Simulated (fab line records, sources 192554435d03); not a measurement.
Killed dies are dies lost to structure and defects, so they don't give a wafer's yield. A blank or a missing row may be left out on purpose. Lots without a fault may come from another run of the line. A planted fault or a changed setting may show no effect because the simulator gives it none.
Which tool did it? | flow n5_finfet | 12 lots, 36 wafers sampled, at 1 step of a route of 1938

WHAT THE GAUGES READ, wafer by wafer
N5_BEOL_M2_CD_MEAS_28: target cd 26.2 nm, target cd y 24.1 nm.
lot  | measured     | on        | cd_nm (nm)
L075 | day 6 21:16  | cd_sem-02 | 26.40 26.31 26.23
L077 | day 7 18:15  | cd_sem-01 | 26.05 26.03 25.88
L079 | day 8 00:35  | cd_sem-02 | 25.97 26.23 25.97
L081 | day 8 10:23  | cd_sem-02 | 26.26 25.77 26.37
L083 | day 8 21:17  | cd_sem-01 | 25.98 26.22 26.32
L085 | day 10 08:43 | cd_sem-03 | 26.15 26.07 25.98
L087 | day 11 02:16 | cd_sem-03 | 26.07 26.48 26.34
L089 | day 11 07:48 | cd_sem-03 | 26.34 26.08 26.20
L092 | day 11 17:57 | cd_sem-01 | 26.43 25.64 25.93
L093 | day 12 04:52 | cd_sem-03 | 26.08 26.20 26.55
L096 | day 12 07:43 | cd_sem-03 | 26.18 26.65 26.58
L097 | day 12 14:17 | cd_sem-03 | 26.29 26.42 26.10

WHICH TOOL RAN EACH LOT (tool, then ch and the chambers of the sampled wafers, then the start)
The record holds no process step before these readings.

THE ANSWER, worked out from the rows above alone
Rule: what is usual is taken from the lots themselves. Put in order of their means at a reading, lots are off if they are a third of the lots or fewer, leave a main group of 4 or more, and stand apart from it by a gap of 3 or more times the standard deviation of the main group's means; of several such gaps the widest counts. A main group whose means are all the same, to the digits that the tables above print for the reading, isn't used. A lot without any number at a reading at which 4 lots or more have one is off too. The other lots that the step has rows for count as sound.
No lot is off at any reading shown: from this, nothing can be told.

WHAT THE SIMULATOR HAD PUT IN
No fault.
